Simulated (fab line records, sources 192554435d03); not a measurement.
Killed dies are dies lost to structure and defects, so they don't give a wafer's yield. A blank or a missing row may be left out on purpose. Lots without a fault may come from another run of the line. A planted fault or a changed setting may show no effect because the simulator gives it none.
A struck lot beside a sound one | flow n5_finfet | 37 steps out of a route of 1938
Sound: wafers L337.2, L337.3, L337.5. Struck: wafers L323.2, L323.5, L323.6. The cause comes at the end.
At each step with rows: each side's tool, then ch and its chambers, then its first start. Under that, the readings that differ: sound wafers | struck wafers | difference of the means | sigmas: that difference in standard deviations of wafers without a fault.
alike: readings whose means differ by less than 2 such deviations, and words and numbers that are the same on both sides. not compared: withheld readings, readings that some wafer has no value for, bounds like >300 that may hide the same value, and numbers for which the record gives no deviation and whose values overlap.
The two part at a step that has a row with sigmas, a row that says differs or no value, or rows on one side only. Numbers that don't overlap but have no deviation are shown without sigmas and don't part them. A reading that every wafer of one side lacks parts them only if that side has two wafers or more.

first, 12 steps without rows for these wafers: N5_GATE_CUT_HM_OPEN_40 (chemistry C4F6/O2, target SiO2, target depth 139 nm, time 85.1 s); N5_GATE_CUT_STRIP_41 (strips in CF4); N5_GATE_CUT_STRIP_42 (strips in O2); N5_GATE_CUT_ETCH_19 (etches SiNx in CH3F/O2, target depth 53.7 nm, time 76.7 s); N5_GATE_CUT_CUT_ETCH_53 (etches W in SF6/Cl2, target depth 79.2 nm); N5_GATE_CUT_CUT_ETCH_54 (etches TiN in Cl2/BCl3, target depth 96.7 nm); N5_GATE_CUT_CUT_ETCH_55 (etches HfO2 in BCl3, target depth 3.2 nm); N5_GATE_CUT_ETCH_47 (etches SiO2 in Cl2/BCl3, target depth 10 nm); N5_GATE_CUT_VAPOR_ETCH_48 (etches TiN in BCl3/Cl2); N5_GATE_CUT_VAPOR_ETCH_49 (etches TiAlC in BCl3/Cl2); N5_GATE_CUT_VAPOR_ETCH_51 (etches HfO2 in BCl3/Cl2); N5_GATE_CUT_STRIP_21 (strips in N2/H2, time 30 s).
N5_GATE_CUT_STRIP_29: strips in post etch residue remover, time 60 s.
  sound on wet_bench-03 ch 2,3,5, day 10 05:43; struck on wet_bench-03 ch 0,1,7, day 6 08:04
then, 23 steps without rows for these wafers: N5_GATE_CUT_SRD_52 (time 30 s); N5_GATE_CUT_ALD_22 (deposits SiNx, target thk 16 nm, pulse time 1 s, ald cycles 320); N5_GATE_CUT_CMP_23 (polishes, stops on SiO2, t overpolish 23.4 s, target thk 16 nm); N5_GATE_CUT_CMP_43 (polishes SiO2); N5_GATE_CUT_CMP_61 (polishes, stops on SiNx, t overpolish 3 s); N5_MOL_CONTACT_COAG_COAT_103 (time 60 s, resist thk 80 nm); N5_MOL_CONTACT_COAG_COAT_104 (time 60 s, resist thk 12 nm); N5_MOL_CONTACT_COAG_COAT_58 (time 60 s, resist thk 10 nm); N5_MOL_CONTACT_COAG_COAT_02 (resist thk 30 nm); N5_MOL_CONTACT_COAG_EBR_04; N5_MOL_CONTACT_COAG_SOFTBAKE_03 (time 60 s); N5_MOL_CONTACT_COAG_EXPOSE_05 (exposes mask CA, defocus 0 nm); N5_MOL_CONTACT_COAG_PEB_06 (peb time 60 s); N5_MOL_CONTACT_COAG_DEVELOP_07 (develop time 30 s); N5_MOL_CONTACT_COAG_DESCUM_13 (chemistry O2, time 7 s); N5_MOL_CONTACT_COAG_ETCH_59 (etches underlayer in N2/H2, target depth 13 nm, time 10.4 s); N5_MOL_CONTACT_COAG_ETCH_105 (etches SiARC in CF4, target depth 15.6 nm, time 26 s); N5_MOL_CONTACT_COAG_ETCH_106 (etches SOC in N2/H2, target depth 80 nm, overetch 16 nm, time 120 s); N5_MOL_CONTACT_COAG_STRIP_107 (strips in N2/H2); N5_MOL_CONTACT_COAG_STRIP_108 (strips in N2/H2); N5_MOL_CONTACT_COAG_CONTACT_ETCH_14 (etches SiO2 in C4F6/O2, target depth 27.5 nm, overetch 8.5 nm, time 20 s); N5_MOL_CONTACT_COAG_STRIP_109 (strips in C4F6/O2); N5_MOL_CONTACT_COAG_ETCH_15 (etches SiNx in CH3F/O2, stops on Si:P, target depth 7 nm).
-- the record jumps here: 10 days lie between the struck wafers' starts before and after (it left off in module MOL_CONTACT_COAG and takes up again in module PASSIVATION, whose first step shown is number 1936 of the route) --
N5_PASSIVATION_PROBE_49:
  the record has rows for the struck wafers here (prober-01, day 16 17:28) and none for the sound ones

WHERE THEY PART
Only at N5_PASSIVATION_PROBE_49, within this record.

WHY: what the simulator had put in
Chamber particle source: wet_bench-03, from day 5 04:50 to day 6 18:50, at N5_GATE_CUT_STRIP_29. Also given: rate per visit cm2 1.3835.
